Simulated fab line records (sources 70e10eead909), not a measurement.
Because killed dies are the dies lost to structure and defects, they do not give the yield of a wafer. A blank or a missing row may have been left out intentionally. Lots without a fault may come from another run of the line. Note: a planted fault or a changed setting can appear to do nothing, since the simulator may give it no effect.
The tool behind it: which one? | flow nand-harc | 24 lots with 72 wafers sampled at 4 steps, on a route of 1302 steps

## WHAT EACH GAUGE READ, for each wafer
NHARC_A_ONON_D2_THK_MEAS_14: measures by ellipsometry. Usual: thk-nm reads 1000 nm (standard deviation 11).
lot  | measured     | on            | thk-nm (nm)    | flag
L075 | day 12 11:53 | film-metro-02 | 1017 1016 1018 |
L074 | day 12 12:09 | film-metro-02 | 1014 1013 1016 |
L076 | day 13 06:16 | film-metro-02 | 982 984 985    |
L077 | day 13 06:18 | film-metro-01 | 1002 1001 1002 |
L078 | day 13 18:07 | film-metro-01 | 984 984 984    |
L079 | day 14 17:56 | film-metro-01 | 1005 1005 1005 |
L080 | day 14 08:50 | film-metro-01 | 1001 999 1000  |
L081 | day 15 00:28 | film-metro-01 | 1000 1001 1000 |
L082 | day 15 20:15 | film-metro-01 | 1000 999 999   |
L083 | day 15 20:25 | film-metro-02 | 1006 1006 1006 |
L084 | day 17 03:44 | film-metro-01 | 985 986 985    |
L085 | day 17 07:52 | film-metro-02 | 994 995 995    |
L086 | day 17 07:54 | film-metro-02 | 1000 1000 1004 |
L087 | day 17 08:02 | film-metro-02 | 998 999 1001   |
L089 | day 18 13:25 | film-metro-01 | 992 992 992    |
L088 | day 18 13:26 | film-metro-02 | 1023 1023 1023 |
L090 | day 19 02:19 | film-metro-02 | 999 998 998    |
L091 | day 19 09:28 | film-metro-02 | 1015 1012 1013 |
L092 | day 19 20:26 | film-metro-02 | 988 987 987    |
L093 | day 19 20:28 | film-metro-01 | 991 990 992    |
L094 | day 21 01:34 | film-metro-02 | 988 986 989    |
L095 | day 21 03:22 | film-metro-02 | 1012 1010 1011 |
L096 | day 21 15:56 | film-metro-01 | 996 993 993    |
L097 | day 21 15:57 | film-metro-02 | 1002 1001 1003 |

## EACH LOT AND THE TOOL THAT RAN IT (in order: tool; ch and the chambers of the sampled wafers; start)
lot  | NHARC_A_CHANNEL_HOLE_D1_ETCH_20  | NHARC_A_CHANNEL_HOLE_D1_ETCH_26  | NHARC_A_CHANNEL_FILL_D1_CMP_10
L075 | har-etch-02 ch 0,1, day 8 13:26  | har-etch-02 ch 0,1, day 8 17:07  | cmp-04 ch 0,1,3, day 10 20:01
L074 | har-etch-01 ch 0,1, day 8 14:19  | har-etch-01 ch 0,1, day 8 17:58  | cmp-01 ch 0,3, day 10 19:58
L076 | har-etch-02 ch 0,1, day 9 10:07  | har-etch-02 ch 0,1, day 9 13:46  | cmp-04 ch 0,1,2, day 11 17:35
L077 | har-etch-01 ch 0,1, day 9 14:42  | har-etch-01 ch 0,1, day 9 18:23  | cmp-01 ch 0,1, day 11 17:35
L078 | har-etch-02 ch 0, day 10 01:15   | har-etch-02 ch 0, day 10 04:53   | cmp-02 ch 0,2,3, day 12 06:34
L079 | har-etch-01 ch 0,1, day 10 16:56 | har-etch-01 ch 0,1, day 10 20:35 | cmp-01 ch 0,1,3, day 13 02:44
L080 | har-etch-02 ch 0,1, day 10 17:26 | har-etch-02 ch 0,1, day 10 21:05 | cmp-02 ch 0,1,3, day 12 22:19
L081 | har-etch-02 ch 0,1, day 11 04:41 | har-etch-02 ch 0,1, day 11 08:19 | cmp-01 ch 1,2,3, day 13 10:02
L082 | har-etch-02 ch 0, day 11 19:56   | har-etch-02 ch 0, day 12 03:17   | cmp-04 ch 0,2, day 14 05:24
L083 | har-etch-01 ch 0,1, day 12 02:13 | har-etch-01 ch 0,1, day 12 05:50 | cmp-02 ch 1,3, day 14 05:24
L084 | har-etch-01 ch 0,1, day 12 18:37 | har-etch-01 ch 0,1, day 12 22:14 | cmp-01 ch 1,2,3, day 15 02:40
L085 | har-etch-01 ch 0,1, day 13 10:45 | har-etch-01 ch 0,1, day 13 14:25 | cmp-02 ch 0,1,3, day 15 19:14
L086 | har-etch-01 ch 0,1, day 13 18:08 | har-etch-01 ch 0,1, day 13 21:45 | cmp-01 ch 0,3, day 15 23:01
L087 | har-etch-02 ch 0,1, day 13 20:16 | har-etch-02 ch 0,1, day 13 23:56 | cmp-04 ch 0,1,3, day 15 23:03
L089 | har-etch-01 ch 0,1, day 14 13:39 | har-etch-01 ch 0,1, day 14 17:18 | cmp-02 ch 1,2, day 16 22:06
L088 | har-etch-02 ch 0,1, day 14 15:25 | har-etch-02 ch 0,1, day 14 19:04 | cmp-04 ch 1,2,3, day 16 22:09
L090 | har-etch-02 ch 0,1, day 15 02:35 | har-etch-02 ch 0,1, day 15 06:17 | cmp-01 ch 0,2,3, day 17 15:13
L091 | har-etch-01 ch 0,1, day 15 13:33 | har-etch-01 ch 0,1, day 15 17:13 | cmp-04 ch 0,2,3, day 17 18:35
L092 | har-etch-01 ch 0,1, day 15 22:00 | har-etch-01 ch 0,1, day 16 01:38 | cmp-02 ch 0,2,3, day 18 03:43
L093 | har-etch-01 ch 0,1, day 16 04:26 | har-etch-01 ch 0,1, day 16 08:07 | cmp-02 ch 0,2,3, day 18 10:07
L094 | har-etch-01 ch 0,1, day 17 05:05 | har-etch-01 ch 0,1, day 17 08:43 | cmp-01 ch 0,2,3, day 19 10:22
L095 | har-etch-01 ch 0,1, day 17 09:09 | har-etch-01 ch 0,1, day 17 12:49 | cmp-01 ch 0,1,3, day 19 14:42
L096 | har-etch-01 ch 0,1, day 17 22:17 | har-etch-01 ch 0,1, day 18 01:57 | cmp-04 ch 0,1,3, day 20 04:17
L097 | har-etch-02 ch 0,1, day 17 23:01 | har-etch-02 ch 0,1, day 18 02:41 | cmp-01 ch 0,1,3, day 20 04:14
- NHARC_A_CHANNEL_HOLE_D1_ETCH_20: etches the open film in C4F8/O2/Ar, time 361.9 s, target depth 1600 nm.
- NHARC_A_CHANNEL_HOLE_D1_ETCH_26: etches the open film in C4F8/O2/Ar, time 224.1 s, target depth 300 nm.
- NHARC_A_CHANNEL_FILL_D1_CMP_10: polishes, target thk 150 nm.

## WHAT THE TOOLS THEMSELVES READ (means of the sampled wafers that have a number; where no wafer has one, the mark that the record gives instead)
NHARC_A_CHANNEL_HOLE_D1_ETCH_20. Usual: drypump-motor-current-A 5.5 A, standard deviation 0.64; showerhead-plenum-p-Torr 3.69 Torr, standard deviation 0.055; throttle-valve-pct 32.154 %, standard deviation 0.009.
lot  | tool        | drypump-motor-current-A (A) | showerhead-plenum-p-Torr (Torr) | throttle-valve-pct (%) | flag
L075 | har-etch-02 | 5.0                         | 3.73                            | 32.155                 |
L074 | har-etch-01 | 5.6                         | 3.71                            | 32.159                 |
L076 | har-etch-02 | 5.0                         | 3.72                            | 32.154                 |
L077 | har-etch-01 | 6.0                         | 3.71                            | 32.157                 |
L078 | har-etch-02 | 4.8                         | 3.75                            | 32.154                 |
L079 | har-etch-01 | 6.0                         | 3.70                            | 32.153                 |
L080 | har-etch-02 | 5.0                         | 3.71                            | 32.150                 |
L081 | har-etch-02 | 5.0                         | 3.71                            | 32.151                 |
L082 | har-etch-02 | 4.8                         | 3.74                            | 32.148                 |
L083 | har-etch-01 | 5.6                         | 3.68                            | 32.157                 |
L084 | har-etch-01 | 5.6                         | 3.68                            | 32.151                 |
L085 | har-etch-01 | 5.6                         | 3.67                            | 32.154                 |
L086 | har-etch-01 | 6.1                         | 3.68                            | 32.154                 |
L087 | har-etch-02 | 5.0                         | 3.69                            | 32.152                 |
L089 | har-etch-01 | 6.1                         | 3.67                            | 32.160                 |
L088 | har-etch-02 | 5.1                         | 3.65                            | 32.160                 |
L090 | har-etch-02 | 5.0                         | 3.68                            | 32.158                 |
L091 | har-etch-01 | 6.1                         | 3.66                            | 32.154                 |
L092 | har-etch-01 | 5.6                         | 3.65                            | 32.149                 |
L093 | har-etch-01 | 5.7                         | 3.65                            | 32.158                 |
L094 | har-etch-01 | 6.1                         | 3.65                            | 32.153                 |
L095 | har-etch-01 | 5.6                         | 3.64                            | 32.154                 |
L096 | har-etch-01 | 6.1                         | 3.64                            | 32.150                 |
L097 | har-etch-02 | 5.1                         | 3.85                            | 32.152                 |

NHARC_A_CHANNEL_HOLE_D1_ETCH_26. Usual: drypump-motor-current-A 5.5 A, standard deviation 0.63; showerhead-plenum-p-Torr 3.73 Torr, standard deviation 0.058; throttle-valve-pct 24.582 %, standard deviation 0.0097.
lot  | tool        | drypump-motor-current-A (A) | showerhead-plenum-p-Torr (Torr) | throttle-valve-pct (%) | flag
L075 | har-etch-02 | 5.0                         | 3.77                            | 24.580                 |
L074 | har-etch-01 | 5.6                         | 3.75                            | 24.590                 |
L076 | har-etch-02 | 5.0                         | 3.77                            | 24.585                 |
L077 | har-etch-01 | 6.1                         | 3.75                            | 24.584                 |
L078 | har-etch-02 | 4.8                         | 3.80                            | 24.584                 |
L079 | har-etch-01 | 6.0                         | 3.75                            | 24.588                 |
L080 | har-etch-02 | 5.0                         | 3.75                            | 24.588                 |
L081 | har-etch-02 | 5.0                         | 3.75                            | 24.583                 |
L082 | har-etch-02 | 4.8                         | 3.78                            | 24.582                 |
L083 | har-etch-01 | 5.6                         | 3.72                            | 24.582                 |
L084 | har-etch-01 | 5.6                         | 3.72                            | 24.586                 |
L085 | har-etch-01 | 5.6                         | 3.71                            | 24.577                 |
L086 | har-etch-01 | 6.1                         | 3.72                            | 24.570                 |
L087 | har-etch-02 | 5.0                         | 3.74                            | 24.582                 |
L089 | har-etch-01 | 6.1                         | 3.71                            | 24.578                 |
L088 | har-etch-02 | 5.1                         | 3.69                            | 24.576                 |
L090 | har-etch-02 | 5.0                         | 3.73                            | 24.583                 |
L091 | har-etch-01 | 6.0                         | 3.71                            | 24.587                 |
L092 | har-etch-01 | 5.6                         | 3.69                            | 24.583                 |
L093 | har-etch-01 | 5.6                         | 3.69                            | 24.578                 |
L094 | har-etch-01 | 6.0                         | 3.69                            | 24.584                 |
L095 | har-etch-01 | 5.6                         | 3.68                            | 24.590                 |
L096 | har-etch-01 | 6.1                         | 3.69                            | 24.580                 |
L097 | har-etch-02 | 5.2                         | 3.90                            | 24.576                 |

NHARC_A_CHANNEL_FILL_D1_CMP_10. Usual: motor-current-A 12.0 A, standard deviation 1.4; time-to-endpoint-s 16.6 s, standard deviation 2.7.
lot  | tool   | motor-current-A (A) | time-to-endpoint-s (s) | flag
L075 | cmp-04 | 10.9                | 17.0                   |
L074 | cmp-01 | 12.3                | 19.0                   |
L076 | cmp-04 | 10.3                | 18.4                   |
L077 | cmp-01 | 10.6                | 16.4                   |
L078 | cmp-02 | 12.7                | 15.5                   |
L079 | cmp-01 | 12.1                | 17.9                   |
L080 | cmp-02 | 13.1                | 18.3                   |
L081 | cmp-01 | 11.8                | 13.7                   |
L082 | cmp-04 | 9.3                 | 14.9                   |
L083 | cmp-02 | 12.8                | 19.5                   |
L084 | cmp-01 | 11.6                | 16.9                   |
L085 | cmp-02 | 12.4                | 22.3                   |
L086 | cmp-01 | 12.2                | 14.6                   |
L087 | cmp-04 | 10.8                | 16.8                   |
L089 | cmp-02 | 12.0                | 16.6                   |
L088 | cmp-04 | 11.8                | 13.8                   |
L090 | cmp-01 | 12.5                | 16.2                   |
L091 | cmp-04 | 11.0                | 14.2                   |
L092 | cmp-02 | 12.5                | 18.9                   |
L093 | cmp-02 | 12.5                | 19.4                   |
L094 | cmp-01 | 12.5                | 17.0                   |
L095 | cmp-01 | 11.8                | 15.7                   |
L096 | cmp-04 | 11.4                | 13.0                   |
L097 | cmp-01 | 11.7                | 14.4                   |

## THE ANSWER, worked out from the rows above alone
Rule: lot off if the mean of its wafers having a number is beyond 3 standard deviations from the usual mean. A lot without any number at a reading at which 4 lots or more have one is off too. The other lots that the step has rows for count as sound. The gauges are gone through in route order, then the tools' own readings, and for those a lot's mean is taken as printed above. The first step at which some lot is off is used, and at that step the reading that is off furthest; a lot without a number counts as furthest.
No lot is off at any reading shown: from this, nothing can be told.

## WHAT THE SIMULATOR HAD INSERTED
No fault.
